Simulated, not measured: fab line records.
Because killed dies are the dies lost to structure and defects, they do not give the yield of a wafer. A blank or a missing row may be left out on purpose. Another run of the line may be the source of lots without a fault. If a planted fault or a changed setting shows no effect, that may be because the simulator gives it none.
fab line records / flow n5Finfet / part 2 of 2: steps 5 to 6 of 6
[record] lots = 21 wafers = 63 lastDay = 20
route steps=1938 shown HKMG_FIN@389 GATE_CUT@466
lots with no fault: from the same line, run without faults
startH: hours from the record's opening day to when the first of the lot's shown wafers began / waitH: how many hours have passed since the lot's step before this one / " same as the row above / L1.1+2: a row that stands for several wafers / - no value, or no start was given / * or withheld: withheld / < > ~ a bound
route shown NAME@n: NAME is a module with steps in the file, n the number in the route of the first one / usual: mean/standard deviation taken from wafers without a fault / same: alike in all rows / chamber/n: place in a boat / sites: per-site readings / _std_site: the standard deviation of these / _edge_site: outer sites' mean less inner sites' / radiusMm: how far each site lies from the wafer's centre / mask NAME#n: copy n / behind: the most recent tool/chamber to have shaped the wafer / hold: the reason the lot was held/the length of the hold in hours/how it ended / device: the transistor (n, p or np) that didn't switch / end of line: tests run on the same wafers once the route is complete / a step with no rows: only its recipe / killed: the dies lost at the first sort to structure and to defects; this is not the yield of the wafer / map: per-die view of a wafer (x killed, . not killed, _ where there is no die)
set.NAME: the setting the step ran with; set.NAME@STEP: the setting that earlier step ran with / model.NAME: the simulator's own value behind a step, which no gauge read
a sample of lots followed through the steps of the route, with each step as a table and each wafer as a row
services: when a tool's chamber went out of use (startH, in hours from the record's first day, below 0 if earlier), for how many hours, and the reason
[[steps]]
[step N5_HKMG_FIN_CMP_23]
[recipe] stopOn = SiNx tOverpolishS = 10 postCmpClean = rinseOnly downForcePsi = 4 platenRpm = 50.289 padVelocityMS = 1.0006 targetThkNm = 46.326
[usual] motorCurrentA = 12.2/1.3 overpolishRunS = 9.99/0.088 padLifeWafers = 633/590 timeToEndpointS = 13.0/2.6
lot.wafer=L075.3 tool=cmp-01 chamber=3 startH=91.09 waitH=0.3 motorCurrentA=11.2 overpolishRunS=10.00 padLifeWafers=9 timeToEndpointS=15.1
lot.wafer=L075.6 tool=cmp-01 chamber=0 startH=91.09 waitH=0.3 motorCurrentA=14.0 overpolishRunS=10.01 padLifeWafers=- timeToEndpointS=9.2
lot.wafer=L075.5 tool=cmp-01 chamber=1 startH=91.09 waitH=0.3 motorCurrentA=10.4 overpolishRunS=10.00 padLifeWafers=- timeToEndpointS=8.3
lot.wafer=L076.4 tool=cmp-01 chamber=0 startH=95.62 waitH=0.0 motorCurrentA=13.8 overpolishRunS=10.00 padLifeWafers=48 timeToEndpointS=15.0
lot.wafer=L076.1 tool=cmp-01 chamber=2 startH=95.62 waitH=0.0 motorCurrentA=12.0 overpolishRunS=9.99 padLifeWafers=50 timeToEndpointS=16.0
lot.wafer=L076.5 tool=cmp-01 chamber=1 startH=95.62 waitH=0.0 motorCurrentA=11.0 overpolishRunS=10.00 padLifeWafers=- timeToEndpointS=7.1
lot.wafer=L078.3 tool=cmp-01 chamber=1 startH=102.37 waitH=0.0 motorCurrentA=10.9 overpolishRunS=10.01 padLifeWafers=96 timeToEndpointS=9.2
lot.wafer=L078.1 tool=cmp-01 chamber=3 startH=102.37 waitH=0.0 motorCurrentA=11.1 overpolishRunS=9.99 padLifeWafers=98 timeToEndpointS=17.3
lot.wafer=L078.6 tool=cmp-01 chamber=2 startH=102.37 waitH=0.0 motorCurrentA=12.2 overpolishRunS=10.00 padLifeWafers=- timeToEndpointS=14.7
lot.wafer=L079.1 tool=cmp-04 chamber=1 startH=109.32 waitH=0.0 motorCurrentA=13.9 overpolishRunS=10.00 padLifeWafers=1956 timeToEndpointS=11.7
lot.wafer=L079.4 tool=cmp-04 chamber=3 startH=109.32 waitH=0.0 motorCurrentA=13.0 overpolishRunS=10.01 padLifeWafers=1958 timeToEndpointS=16.6
lot.wafer=L079.6 tool=cmp-04 chamber=2 startH=109.32 waitH=0.0 motorCurrentA=11.0 overpolishRunS=10.00 padLifeWafers=- timeToEndpointS=11.1
lot.wafer=L080.3 tool=cmp-02 chamber=0 startH=116.10 waitH=0.1 motorCurrentA=15.8 overpolishRunS=9.98 padLifeWafers=1075 timeToEndpointS=14.6
lot.wafer=L080.1 tool=cmp-02 chamber=1 startH=116.10 waitH=0.1 motorCurrentA=12.3 overpolishRunS=10.00 padLifeWafers=1076 timeToEndpointS=15.1
lot.wafer=L080.6 tool=cmp-02 chamber=0 startH=116.10 waitH=0.1 motorCurrentA=15.7 overpolishRunS=10.00 padLifeWafers=- timeToEndpointS=14.6
lot.wafer=L081.3 tool=cmp-01 chamber=2 startH=121.15 waitH=0.0 motorCurrentA=12.1 overpolishRunS=10.01 padLifeWafers=240 timeToEndpointS=11.9
lot.wafer=L081.2 tool=cmp-01 chamber=0 startH=121.15 waitH=0.0 motorCurrentA=13.6 overpolishRunS=10.00 padLifeWafers=242 timeToEndpointS=9.9
lot.wafer=L081.4 tool=cmp-01 chamber=1 startH=121.15 waitH=0.0 motorCurrentA=11.3 overpolishRunS=10.01 padLifeWafers=243 timeToEndpointS=8.6
lot.wafer=L082.4 tool=cmp-01 chamber=0 startH=126.20 waitH=0.3 motorCurrentA=14.1 overpolishRunS=10.01 padLifeWafers=289 timeToEndpointS=12.0
lot.wafer=L082.2 tool=cmp-01 chamber=1 startH=126.20 waitH=0.3 motorCurrentA=11.0 overpolishRunS=10.00 padLifeWafers=290 timeToEndpointS=9.2
lot.wafer=L082.5 tool=cmp-01 chamber=3 startH=126.20 waitH=0.3 motorCurrentA=11.2 overpolishRunS=10.01 padLifeWafers=- timeToEndpointS=14.5
lot.wafer=L083.2 tool=cmp-04 chamber=2 startH=137.04 waitH=0.3 motorCurrentA=11.0 overpolishRunS=9.99 padLifeWafers=57 timeToEndpointS=12.6
lot.wafer=L083.6 tool=cmp-04 chamber=3 startH=137.04 waitH=0.3 motorCurrentA=13.0 overpolishRunS=10.01 padLifeWafers=- timeToEndpointS=17.9
lot.wafer=L083.5 tool=cmp-04 chamber=0 startH=137.04 waitH=0.3 motorCurrentA=12.4 overpolishRunS=10.00 padLifeWafers=- timeToEndpointS=13.7
lot.wafer=L084.1 tool=cmp-04 chamber=3 startH=139.06 waitH=0.1 motorCurrentA=12.7 overpolishRunS=9.98 padLifeWafers=73 timeToEndpointS=15.8
lot.wafer=L084.4 tool=cmp-04 chamber=1 startH=139.06 waitH=0.1 motorCurrentA=12.8 overpolishRunS=10.00 padLifeWafers=75 timeToEndpointS=14.0
lot.wafer=L084.6 tool=cmp-04 chamber=2 startH=139.06 waitH=0.1 motorCurrentA=10.9 overpolishRunS=9.99 padLifeWafers=- timeToEndpointS=12.7
lot.wafer=L085.4 tool=cmp-04 chamber=2 startH=145.33 waitH=0.1 motorCurrentA=10.6 overpolishRunS=10.02 padLifeWafers=150 timeToEndpointS=14.9
lot.wafer=L085.2 tool=cmp-04 chamber=3 startH=145.33 waitH=0.1 motorCurrentA=12.8 overpolishRunS=10.01 padLifeWafers=151 timeToEndpointS=16.4
lot.wafer=L085.1 tool=cmp-04 chamber=0 startH=145.33 waitH=0.1 motorCurrentA=12.0 overpolishRunS=10.00 padLifeWafers=152 timeToEndpointS=15.1
lot.wafer=L086.2 tool=cmp-04 chamber=3 startH=153.35 waitH=0.0 motorCurrentA=12.3 overpolishRunS=9.99 padLifeWafers=240 timeToEndpointS=15.3
lot.wafer=L086.4 tool=cmp-04 chamber=1 startH=153.35 waitH=0.0 motorCurrentA=12.8 overpolishRunS=10.00 padLifeWafers=242 timeToEndpointS=14.3
lot.wafer=L086.6 tool=cmp-04 chamber=3 startH=153.35 waitH=0.0 motorCurrentA=12.3 overpolishRunS=10.00 padLifeWafers=- timeToEndpointS=15.5
lot.wafer=L087.2 tool=cmp-04 chamber=1 startH=155.21 waitH=0.0 motorCurrentA=13.1 overpolishRunS=10.01 padLifeWafers=258 timeToEndpointS=13.8
lot.wafer=L087.1 tool=cmp-04 chamber=2 startH=155.21 waitH=0.0 motorCurrentA=11.2 overpolishRunS=10.00 padLifeWafers=259 timeToEndpointS=15.3
lot.wafer=L087.4 tool=cmp-04 chamber=3 startH=155.21 waitH=0.0 motorCurrentA=12.5 overpolishRunS=10.00 padLifeWafers=260 timeToEndpointS=16.2
lot.wafer=L088.1 tool=cmp-04 chamber=0 startH=162.83 waitH=0.0 motorCurrentA=11.9 overpolishRunS=9.99 padLifeWafers=324 timeToEndpointS=12.5
lot.wafer=L088.2 tool=cmp-04 chamber=2 startH=162.83 waitH=0.0 motorCurrentA=10.1 overpolishRunS=10.00 padLifeWafers=326 timeToEndpointS=12.6
lot.wafer=L088.6 tool=cmp-04 chamber=0 startH=162.83 waitH=0.0 motorCurrentA=12.3 overpolishRunS=10.02 padLifeWafers=- timeToEndpointS=12.9
lot.wafer=L090.3 tool=cmp-04 chamber=0 startH=174.81 waitH=0.0 motorCurrentA=11.9 overpolishRunS=9.99 padLifeWafers=408 timeToEndpointS=12.3
lot.wafer=L090.1 tool=cmp-04 chamber=2 startH=174.81 waitH=0.0 motorCurrentA=10.7 overpolishRunS=9.99 padLifeWafers=410 timeToEndpointS=10.1
lot.wafer=L090.5 tool=cmp-04 chamber=0 startH=174.81 waitH=0.0 motorCurrentA=11.8 overpolishRunS=10.00 padLifeWafers=- timeToEndpointS=11.2
lot.wafer=L091.4 tool=cmp-01 chamber=0 startH=182.59 waitH=0.0 motorCurrentA=14.2 overpolishRunS=9.99 padLifeWafers=588 timeToEndpointS=11.4
lot.wafer=L091.1 tool=cmp-01 chamber=3 startH=182.59 waitH=0.0 motorCurrentA=11.6 overpolishRunS=9.99 padLifeWafers=591 timeToEndpointS=15.5
lot.wafer=L091.5 tool=cmp-01 chamber=1 startH=182.59 waitH=0.0 motorCurrentA=10.8 overpolishRunS=9.99 padLifeWafers=- timeToEndpointS=8.7
lot.wafer=L092.1 tool=cmp-02 chamber=0 startH=185.73 waitH=0.0 motorCurrentA=15.0 overpolishRunS=10.00 padLifeWafers=1566 timeToEndpointS=12.6
lot.wafer=L092.3 tool=cmp-02 chamber=2 startH=185.73 waitH=0.0 motorCurrentA=10.5 overpolishRunS=10.01 padLifeWafers=1568 timeToEndpointS=11.7
lot.wafer=L092.5 tool=cmp-02 chamber=1 startH=185.73 waitH=0.0 motorCurrentA=11.7 overpolishRunS=10.00 padLifeWafers=- timeToEndpointS=13.8
lot.wafer=L093.4 tool=cmp-01 chamber=1 startH=191.32 waitH=0.1 motorCurrentA=10.6 overpolishRunS=9.98 padLifeWafers=661 timeToEndpointS=9.8
lot.wafer=L093.3 tool=cmp-01 chamber=2 startH=191.32 waitH=0.1 motorCurrentA=11.9 overpolishRunS=10.00 padLifeWafers=662 timeToEndpointS=15.9
lot.wafer=L093.6 tool=cmp-01 chamber=0 startH=191.32 waitH=0.1 motorCurrentA=13.2 overpolishRunS=10.00 padLifeWafers=- timeToEndpointS=13.0
lot.wafer=L094.4 tool=cmp-02 chamber=3 startH=198.31 waitH=0.2 motorCurrentA=12.1 overpolishRunS=10.00 padLifeWafers=1658 timeToEndpointS=11.1
lot.wafer=L094.6 tool=cmp-02 chamber=1 startH=198.31 waitH=0.2 motorCurrentA=11.4 overpolishRunS=10.00 padLifeWafers=- timeToEndpointS=16.5
lot.wafer=L094.5 tool=cmp-02 chamber=2 startH=198.31 waitH=0.2 motorCurrentA=10.2 overpolishRunS=10.02 padLifeWafers=- timeToEndpointS=13.9
lot.wafer=L095.2 tool=cmp-01 chamber=0 startH=201.65 waitH=0.1 motorCurrentA=13.7 overpolishRunS=10.00 padLifeWafers=727 timeToEndpointS=11.1
lot.wafer=L095.4 tool=cmp-01 chamber=2 startH=201.65 waitH=0.1 motorCurrentA=12.2 overpolishRunS=10.01 padLifeWafers=729 timeToEndpointS=13.8
lot.wafer=L095.5 tool=cmp-01 chamber=3 startH=201.65 waitH=0.1 motorCurrentA=10.9 overpolishRunS=10.00 padLifeWafers=- timeToEndpointS=15.9
lot.wafer=L096.3 tool=cmp-01 chamber=1 startH=214.52 waitH=0.0 motorCurrentA=10.8 overpolishRunS=10.01 padLifeWafers=840 timeToEndpointS=8.5
lot.wafer=L096.2 tool=cmp-01 chamber=2 startH=214.52 waitH=0.0 motorCurrentA=12.3 overpolishRunS=10.01 padLifeWafers=841 timeToEndpointS=12.4
lot.wafer=L096.4 tool=cmp-01 chamber=3 startH=214.52 waitH=0.0 motorCurrentA=10.9 overpolishRunS=10.00 padLifeWafers=842 timeToEndpointS=16.7
lot.wafer=L097.4 tool=cmp-01 chamber=1 startH=220.74 waitH=0.0 motorCurrentA=10.4 overpolishRunS=10.00 padLifeWafers=882 timeToEndpointS=10.1
lot.wafer=L097.1 tool=cmp-01 chamber=3 startH=220.74 waitH=0.0 motorCurrentA=11.6 overpolishRunS=10.01 padLifeWafers=884 timeToEndpointS=13.6
lot.wafer=L097.6 tool=cmp-01 chamber=2 startH=220.74 waitH=0.0 motorCurrentA=12.4 overpolishRunS=9.98 padLifeWafers=- timeToEndpointS=12.5
[step N5_GATE_CUT_ETCH_56]
[recipe] chemistry = Cl2/Ar target = TiN targetDepthA = 216 pressureMtorr = 10 icpW = 600 biasW = 60 Cl2_flow_sccm = 40 Ar_flow_sccm = 60
[usual] drypumpMotorCurrentA = 5.65/0.15 oes_ar_750_au = 0.75/0.14 oesProductAu = 0.76/0.14 throttleValvePct = 20.96/0.28
lot.wafer=L075.3 tool=rieMetal-02 chamber=0 startH=91.75 waitH=0.1 drypumpMotorCurrentA=5.66 oes_ar_750_au=0.84 oesProductAu=0.84 rfHoursCounterH=- throttleValvePct=20.58
lot.wafer=L075.5 tool=rieMetal-02 chamber=1 startH=91.75 waitH=0.1 drypumpMotorCurrentA=5.37 oes_ar_750_au=0.81 oesProductAu=0.82 rfHoursCounterH=- throttleValvePct=20.81
lot.wafer=L075.6 tool=rieMetal-02 chamber=0 startH=91.75 waitH=0.1 drypumpMotorCurrentA=5.64 oes_ar_750_au=0.84 oesProductAu=0.84 rfHoursCounterH=- throttleValvePct=20.60
lot.wafer=L076.1 tool=rieMetal-03 chamber=1 startH=96.49 waitH=0.1 drypumpMotorCurrentA=5.71 oes_ar_750_au=0.59 oesProductAu=0.61 rfHoursCounterH=143 throttleValvePct=20.89
lot.wafer=L076.4 tool=rieMetal-03 chamber=1 startH=96.49 waitH=0.1 drypumpMotorCurrentA=5.74 oes_ar_750_au=0.59 oesProductAu=0.61 rfHoursCounterH=- throttleValvePct=20.90
lot.wafer=L076.5 tool=rieMetal-03 chamber=0 startH=96.49 waitH=0.1 drypumpMotorCurrentA=5.67 oes_ar_750_au=0.62 oesProductAu=0.62 rfHoursCounterH=- throttleValvePct=21.35
lot.wafer=L078.1 tool=rieMetal-03 chamber=0 startH=103.23 waitH=0.1 drypumpMotorCurrentA=5.71 oes_ar_750_au=0.62 oesProductAu=0.62 rfHoursCounterH=108 throttleValvePct=21.35
lot.wafer=L078.3 tool=rieMetal-03 chamber=0 startH=103.23 waitH=0.1 drypumpMotorCurrentA=5.72 oes_ar_750_au=0.62 oesProductAu=0.62 rfHoursCounterH=- throttleValvePct=21.36
lot.wafer=L078.6 tool=rieMetal-03 chamber=0 startH=103.23 waitH=0.1 drypumpMotorCurrentA=5.70 oes_ar_750_au=0.62 oesProductAu=0.62 rfHoursCounterH=- throttleValvePct=21.37
lot.wafer=L079.1 tool=rieMetal-02 chamber=0 startH=110.19 waitH=0.1 drypumpMotorCurrentA=5.65 oes_ar_750_au=0.83 oesProductAu=0.83 rfHoursCounterH=27 throttleValvePct=20.60
lot.wafer=L079.4 tool=rieMetal-02 chamber=1 startH=110.19 waitH=0.1 drypumpMotorCurrentA=5.28 oes_ar_750_au=0.81 oesProductAu=0.82 rfHoursCounterH=- throttleValvePct=20.81
lot.wafer=L079.6 tool=rieMetal-02 chamber=0 startH=110.19 waitH=0.1 drypumpMotorCurrentA=5.65 oes_ar_750_au=0.83 oesProductAu=0.83 rfHoursCounterH=- throttleValvePct=20.59
lot.wafer=L080.1 tool=rieMetal-03 chamber=1 startH=116.88 waitH=0.1 drypumpMotorCurrentA=5.73 oes_ar_750_au=0.57 oesProductAu=0.61 rfHoursCounterH=147 throttleValvePct=20.90
lot.wafer=L080.3 tool=rieMetal-03 chamber=0 startH=116.88 waitH=0.1 drypumpMotorCurrentA=5.70 oes_ar_750_au=0.61 oesProductAu=0.62 rfHoursCounterH=- throttleValvePct=21.36
lot.wafer=L080.6 tool=rieMetal-03 chamber=1 startH=116.88 waitH=0.1 drypumpMotorCurrentA=5.77 oes_ar_750_au=0.58 oesProductAu=0.61 rfHoursCounterH=- throttleValvePct=20.91
lot.wafer=L081.2 tool=rieMetal-02 chamber=1 startH=122.02 waitH=0.1 drypumpMotorCurrentA=5.30 oes_ar_750_au=0.80 oesProductAu=0.81 rfHoursCounterH=24 throttleValvePct=20.81
lot.wafer=L081.3 tool=rieMetal-02 chamber=1 startH=122.02 waitH=0.1 drypumpMotorCurrentA=5.33 oes_ar_750_au=0.80 oesProductAu=0.81 rfHoursCounterH=- throttleValvePct=20.83
lot.wafer=L081.4 tool=rieMetal-02 chamber=0 startH=122.02 waitH=0.1 drypumpMotorCurrentA=5.66 oes_ar_750_au=0.84 oesProductAu=0.84 rfHoursCounterH=- throttleValvePct=20.58
lot.wafer=L082.2 tool=rieMetal-03 chamber=0 startH=126.98 waitH=0.1 drypumpMotorCurrentA=5.70 oes_ar_750_au=0.61 oesProductAu=0.61 rfHoursCounterH=111 throttleValvePct=21.39
lot.wafer=L082.4 tool=rieMetal-03 chamber=0 startH=126.98 waitH=0.1 drypumpMotorCurrentA=5.69 oes_ar_750_au=0.61 oesProductAu=0.62 rfHoursCounterH=- throttleValvePct=21.37
lot.wafer=L082.5 tool=rieMetal-03 chamber=0 startH=126.98 waitH=0.1 drypumpMotorCurrentA=5.69 oes_ar_750_au=0.61 oesProductAu=0.61 rfHoursCounterH=- throttleValvePct=21.39
lot.wafer=L083.2 tool=rieMetal-03 chamber=1 startH=137.82 waitH=0.2 drypumpMotorCurrentA=5.70 oes_ar_750_au=0.58 oesProductAu=0.60 rfHoursCounterH=- throttleValvePct=20.92
lot.wafer=L083.5 tool=rieMetal-03 chamber=1 startH=137.82 waitH=0.2 drypumpMotorCurrentA=5.74 oes_ar_750_au=0.57 oesProductAu=0.60 rfHoursCounterH=- throttleValvePct=20.91
lot.wafer=L083.6 tool=rieMetal-03 chamber=1 startH=137.82 waitH=0.2 drypumpMotorCurrentA=5.72 oes_ar_750_au=0.58 oesProductAu=0.61 rfHoursCounterH=- throttleValvePct=20.90
lot.wafer=L084.1 tool=rieMetal-03 chamber=1 startH=139.96 waitH=0.2 drypumpMotorCurrentA=5.72 oes_ar_750_au=0.57 oesProductAu=0.60 rfHoursCounterH=149 throttleValvePct=20.91
lot.wafer=L084.4 tool=rieMetal-03 chamber=1 startH=139.96 waitH=0.2 drypumpMotorCurrentA=5.71 oes_ar_750_au=0.58 oesProductAu=0.59 rfHoursCounterH=- throttleValvePct=20.92
lot.wafer=L084.6 tool=rieMetal-03 chamber=1 startH=139.96 waitH=0.2 drypumpMotorCurrentA=5.75 oes_ar_750_au=0.58 oesProductAu=0.60 rfHoursCounterH=- throttleValvePct=20.90
lot.wafer=L085.1 tool=rieMetal-01 chamber=1 startH=146.20 waitH=0.1 drypumpMotorCurrentA=5.87 oes_ar_750_au=0.98 oesProductAu=0.94 rfHoursCounterH=3 throttleValvePct=21.16
lot.wafer=L085.2 tool=rieMetal-01 chamber=0 startH=146.20 waitH=0.1 drypumpMotorCurrentA=5.73 oes_ar_750_au=0.91 oesProductAu=0.94 rfHoursCounterH=6 throttleValvePct=20.88
lot.wafer=L085.4 tool=rieMetal-01 chamber=0 startH=146.20 waitH=0.1 drypumpMotorCurrentA=5.74 oes_ar_750_au=0.91 oesProductAu=0.94 rfHoursCounterH=- throttleValvePct=20.89
lot.wafer=L086.2 tool=rieMetal-02 chamber=1 startH=154.21 waitH=0.1 drypumpMotorCurrentA=5.36 oes_ar_750_au=0.79 oesProductAu=0.81 rfHoursCounterH=26 throttleValvePct=20.81
lot.wafer=L086.4 tool=rieMetal-02 chamber=0 startH=154.21 waitH=0.1 drypumpMotorCurrentA=5.65 oes_ar_750_au=0.83 oesProductAu=0.82 rfHoursCounterH=- throttleValvePct=20.60
lot.wafer=L086.6 tool=rieMetal-02 chamber=0 startH=154.21 waitH=0.1 drypumpMotorCurrentA=5.64 oes_ar_750_au=0.83 oesProductAu=0.82 rfHoursCounterH=- throttleValvePct=20.60
lot.wafer=L087.1 tool=rieMetal-03 chamber=0 startH=156.20 waitH=0.2 drypumpMotorCurrentA=5.69 oes_ar_750_au=0.61 oesProductAu=0.61 rfHoursCounterH=114 throttleValvePct=21.38
lot.wafer=L087.2 tool=rieMetal-03 chamber=0 startH=156.20 waitH=0.2 drypumpMotorCurrentA=5.70 oes_ar_750_au=0.61 oesProductAu=0.60 rfHoursCounterH=- throttleValvePct=21.38
lot.wafer=L087.4 tool=rieMetal-03 chamber=0 startH=156.20 waitH=0.2 drypumpMotorCurrentA=5.69 oes_ar_750_au=0.61 oesProductAu=0.61 rfHoursCounterH=- throttleValvePct=21.38
lot.wafer=L088.1 tool=rieMetal-02 chamber=0 startH=163.70 waitH=0.1 drypumpMotorCurrentA=5.65 oes_ar_750_au=0.83 oesProductAu=0.82 rfHoursCounterH=30 throttleValvePct=20.60
lot.wafer=L088.2 tool=rieMetal-02 chamber=1 startH=163.70 waitH=0.1 drypumpMotorCurrentA=5.35 oes_ar_750_au=0.79 oesProductAu=0.81 rfHoursCounterH=27 throttleValvePct=20.83
lot.wafer=L088.6 tool=rieMetal-02 chamber=0 startH=163.70 waitH=0.1 drypumpMotorCurrentA=5.65 oes_ar_750_au=0.83 oesProductAu=0.82 rfHoursCounterH=- throttleValvePct=20.62
lot.wafer=L090.1 tool=rieMetal-03 chamber=1 startH=175.67 waitH=0.1 drypumpMotorCurrentA=5.73 oes_ar_750_au=0.93 oesProductAu=0.97 rfHoursCounterH=1 throttleValvePct=20.67
lot.wafer=L090.3 tool=rieMetal-03 chamber=0 startH=175.67 waitH=0.1 drypumpMotorCurrentA=5.72 oes_ar_750_au=0.61 oesProductAu=0.60 rfHoursCounterH=- throttleValvePct=21.37
lot.wafer=L090.5 tool=rieMetal-03 chamber=0 startH=175.67 waitH=0.1 drypumpMotorCurrentA=5.71 oes_ar_750_au=0.61 oesProductAu=0.60 rfHoursCounterH=- throttleValvePct=21.38
lot.wafer=L091.1 tool=rieMetal-02 chamber=0 startH=183.46 waitH=0.1 drypumpMotorCurrentA=5.65 oes_ar_750_au=0.82 oesProductAu=0.81 rfHoursCounterH=32 throttleValvePct=20.60
lot.wafer=L091.4 tool=rieMetal-02 chamber=1 startH=183.46 waitH=0.1 drypumpMotorCurrentA=5.32 oes_ar_750_au=0.79 oesProductAu=0.81 rfHoursCounterH=- throttleValvePct=20.83
lot.wafer=L091.5 tool=rieMetal-02 chamber=0 startH=183.46 waitH=0.1 drypumpMotorCurrentA=5.65 oes_ar_750_au=0.82 oesProductAu=0.82 rfHoursCounterH=- throttleValvePct=20.61
lot.wafer=L092.1 tool=rieMetal-01 chamber=0 startH=186.60 waitH=0.1 drypumpMotorCurrentA=5.73 oes_ar_750_au=0.90 oesProductAu=0.91 rfHoursCounterH=9 throttleValvePct=20.88
lot.wafer=L092.3 tool=rieMetal-01 chamber=1 startH=186.60 waitH=0.1 drypumpMotorCurrentA=5.87 oes_ar_750_au=0.95 oesProductAu=0.93 rfHoursCounterH=- throttleValvePct=21.16
lot.wafer=L092.5 tool=rieMetal-01 chamber=0 startH=186.60 waitH=0.1 drypumpMotorCurrentA=5.74 oes_ar_750_au=0.90 oesProductAu=0.91 rfHoursCounterH=- throttleValvePct=20.90
lot.wafer=L093.3 tool=rieMetal-03 chamber=0 startH=192.13 waitH=0.1 drypumpMotorCurrentA=5.72 oes_ar_750_au=0.60 oesProductAu=0.59 rfHoursCounterH=- throttleValvePct=21.38
lot.wafer=L093.4 tool=rieMetal-03 chamber=1 startH=192.13 waitH=0.1 drypumpMotorCurrentA=5.73 oes_ar_750_au=0.91 oesProductAu=0.93 rfHoursCounterH=- throttleValvePct=20.68
lot.wafer=L093.6 tool=rieMetal-03 chamber=0 startH=192.13 waitH=0.1 drypumpMotorCurrentA=5.71 oes_ar_750_au=0.61 oesProductAu=0.60 rfHoursCounterH=- throttleValvePct=21.39
lot.wafer=L094.4 tool=rieMetal-03 chamber=0 startH=199.23 waitH=0.2 drypumpMotorCurrentA=5.71 oes_ar_750_au=0.61 oesProductAu=0.60 rfHoursCounterH=- throttleValvePct=21.39
lot.wafer=L094.5 tool=rieMetal-03 chamber=0 startH=199.23 waitH=0.2 drypumpMotorCurrentA=5.71 oes_ar_750_au=0.60 oesProductAu=0.60 rfHoursCounterH=- throttleValvePct=21.39
lot.wafer=L094.6 tool=rieMetal-03 chamber=0 startH=199.23 waitH=0.2 drypumpMotorCurrentA=5.74 oes_ar_750_au=0.60 oesProductAu=0.61 rfHoursCounterH=- throttleValvePct=21.40
lot.wafer=L095.2 tool=rieMetal-03 chamber=0 startH=202.59 waitH=0.2 drypumpMotorCurrentA=5.69 oes_ar_750_au=0.60 oesProductAu=0.59 rfHoursCounterH=- throttleValvePct=21.40
lot.wafer=L095.4 tool=rieMetal-03 chamber=0 startH=202.59 waitH=0.2 drypumpMotorCurrentA=5.70 oes_ar_750_au=0.61 oesProductAu=0.60 rfHoursCounterH=- throttleValvePct=21.40
lot.wafer=L095.5 tool=rieMetal-03 chamber=0 startH=202.59 waitH=0.2 drypumpMotorCurrentA=5.70 oes_ar_750_au=0.60 oesProductAu=0.60 rfHoursCounterH=- throttleValvePct=21.39
lot.wafer=L096.2 tool=rieMetal-01 chamber=0 startH=215.39 waitH=0.1 drypumpMotorCurrentA=5.72 oes_ar_750_au=0.89 oesProductAu=0.91 rfHoursCounterH=10 throttleValvePct=20.89
lot.wafer=L096.3 tool=rieMetal-01 chamber=0 startH=215.39 waitH=0.1 drypumpMotorCurrentA=5.75 oes_ar_750_au=0.89 oesProductAu=0.92 rfHoursCounterH=- throttleValvePct=20.88
lot.wafer=L096.4 tool=rieMetal-01 chamber=1 startH=215.39 waitH=0.1 drypumpMotorCurrentA=5.87 oes_ar_750_au=0.95 oesProductAu=0.92 rfHoursCounterH=- throttleValvePct=21.16
lot.wafer=L097.1 tool=rieMetal-02 chamber=1 startH=221.61 waitH=0.1 drypumpMotorCurrentA=5.34 oes_ar_750_au=0.78 oesProductAu=0.80 rfHoursCounterH=31 throttleValvePct=20.86
lot.wafer=L097.4 tool=rieMetal-02 chamber=0 startH=221.61 waitH=0.1 drypumpMotorCurrentA=5.67 oes_ar_750_au=0.81 oesProductAu=0.81 rfHoursCounterH=- throttleValvePct=20.61
lot.wafer=L097.6 tool=rieMetal-02 chamber=1 startH=221.61 waitH=0.1 drypumpMotorCurrentA=5.36 oes_ar_750_au=0.77 oesProductAu=0.80 rfHoursCounterH=- throttleValvePct=20.83
[[services]]
tool=cmp-04 chamber=- startH=59.80 hours=5.8 kind=pm
tool=aldHk-02 chamber=- startH=64.80 hours=8.7 kind=pm
tool=cmp-01 chamber=- startH=64.88 hours=1.9 kind=repair
tool=cmp-01 chamber=- startH=82.29 hours=1.2 kind=repair
tool=aldHk-01 chamber=- startH=85.19 hours=0.3 kind=repair
tool=cmp-01 chamber=- startH=85.78 hours=4.0 kind=pm
tool=aldHk-03 chamber=- startH=88.59 hours=0.7 kind=repair
tool=rieMetal-01 chamber=1 startH=91.64 hours=9.4 kind=repair
tool=aldHk-01 chamber=- startH=97.85 hours=8.7 kind=pm
tool=rieMetal-02 chamber=- startH=104.55 hours=2.1 kind=repair
tool=cmp-04 chamber=- startH=125.71 hours=4.0 kind=pm
tool=rieMetal-03 chamber=0 startH=134.70 hours=7.3 kind=repair
tool=aldHk-02 chamber=- startH=136.92 hours=6.0 kind=pm
tool=cmp-01 chamber=- startH=143.49 hours=16.2 kind=pm
tool=cmp-02 chamber=- startH=144.13 hours=7.5 kind=pm
tool=rieMetal-02 chamber=- startH=146.01 hours=0.5 kind=repair
tool=aldHk-02 chamber=- startH=169.76 hours=14.6 kind=pm
tool=rieDiel-01 chamber=2 startH=171.91 hours=16.9 kind=repair
tool=cmp-02 chamber=- startH=173.39 hours=1.6 kind=repair
tool=cmp-04 chamber=- startH=177.98 hours=9.0 kind=pm
tool=aldHk-03 chamber=- startH=185.77 hours=2.8 kind=pm
tool=rieDiel-04 chamber=2 startH=196.85 hours=3.7 kind=repair
tool=rieMetal-03 chamber=1 startH=198.13 hours=8.4 kind=repair
tool=cmp-01 chamber=- startH=217.37 hours=1.1 kind=repair
